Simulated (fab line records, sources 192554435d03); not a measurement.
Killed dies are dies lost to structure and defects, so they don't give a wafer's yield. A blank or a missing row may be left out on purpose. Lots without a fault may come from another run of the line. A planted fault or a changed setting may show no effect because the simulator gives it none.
Chamber matching | flow n5_finfet | N5_BEOL_M10_STRIP_67 on rie_diel-06: 4 sister chambers
The step strips in CF4. 18 wafers are shown with their chamber, then 9 later ones without.

WAFERS WITH THEIR CHAMBER
wafer  | chamber | drypump_motor_current_A (A) | showerhead_plenum_p_Torr (Torr) | throttle_valve_pct (%)
L074.1 | 2       | 5.8                         | 1.78                            | 13.90
L074.4 | 3       | 5.7                         | 1.84                            | 14.11
L074.5 | 3       | 5.7                         | 1.84                            | 14.10
L078.2 | 1       | 6.2                         | 1.88                            | 13.55
L078.4 | 2       | 5.8                         | 1.78                            | 13.93
L078.6 | 0       | 4.8                         | 1.88                            | 13.72
L080.3 | 3       | 5.7                         | 1.84                            | 13.54
L080.5 | 1       | 6.3                         | 1.88                            | 13.59
L080.6 | 3       | 5.7                         | 1.84                            | 13.54
L085.1 | 3       | 5.7                         | 1.84                            | 13.57
L085.3 | 0       | 4.8                         | 1.88                            | 13.74
L085.5 | 2       | 5.8                         | 1.77                            | 13.94
L086.2 | 2       | 5.8                         | 1.77                            | 13.95
L086.3 | 3       | 5.7                         | 1.84                            | 13.56
L086.6 | 1       | 6.2                         | 1.88                            | 13.61
L087.1 | 2       | 5.8                         | 1.77                            | 13.96
L087.3 | 0       | 4.8                         | 1.88                            | 13.74
L087.6 | 0       | 4.8                         | 1.88                            | 13.73

SIGNATURES (means of the wafers above)
reading                  | chamber 0 | chamber 1 | chamber 2 | chamber 3 | scatter within a chamber
drypump_motor_current_A  | 4.800     | 6.233     | 5.800     | 5.700     | 0.0218
showerhead_plenum_p_Torr | 1.8800    | 1.8800    | 1.7740    | 1.8400    | 0.00293
throttle_valve_pct       | 13.7325   | 13.5833   | 13.9360   | 13.7367   | 0.172
Rule: a wafer's distance from a chamber is the root of the sum, over the readings, of the square of ((its reading less the chamber's mean) divided by the reading's scatter). The wafer belongs to the nearest chamber; if the next one is less than 2 further off, it can't be placed. The scatter: the root of (the sum of the squares of (reading less its chamber's mean) over the shown wafers, divided by (wafers less chambers)).

WAFERS WITHOUT THEIR CHAMBER
wafer  | drypump_motor_current_A (A) | showerhead_plenum_p_Torr (Torr) | throttle_valve_pct (%)
L090.1 | 6.2                         | 1.88                            | 13.66
L090.3 | 5.7                         | 1.83                            | 13.61
L090.4 | 5.7                         | 1.83                            | 13.60
L092.1 | 5.8                         | 1.77                            | 13.40
L092.2 | 4.8                         | 1.87                            | 13.78
L092.4 | 6.2                         | 1.87                            | 13.68
L097.1 | 4.8                         | 1.87                            | 13.80
L097.3 | 5.8                         | 1.77                            | 13.42
L097.5 | 4.8                         | 1.87                            | 13.81

WHICH CHAMBER EACH WENT THROUGH
wafer  | from the rows above | in truth
L090.1 | 1                   | 1
L090.3 | 3                   | 3
L090.4 | 3                   | 3
L092.1 | 2                   | 2
L092.2 | 0                   | 0
L092.4 | 1                   | 1
L097.1 | 0                   | 0
L097.3 | 2                   | 2
L097.5 | 0                   | 0
Placed correctly: 9 of 9. Can't be placed from these rows: 0. Placed wrongly: 0.
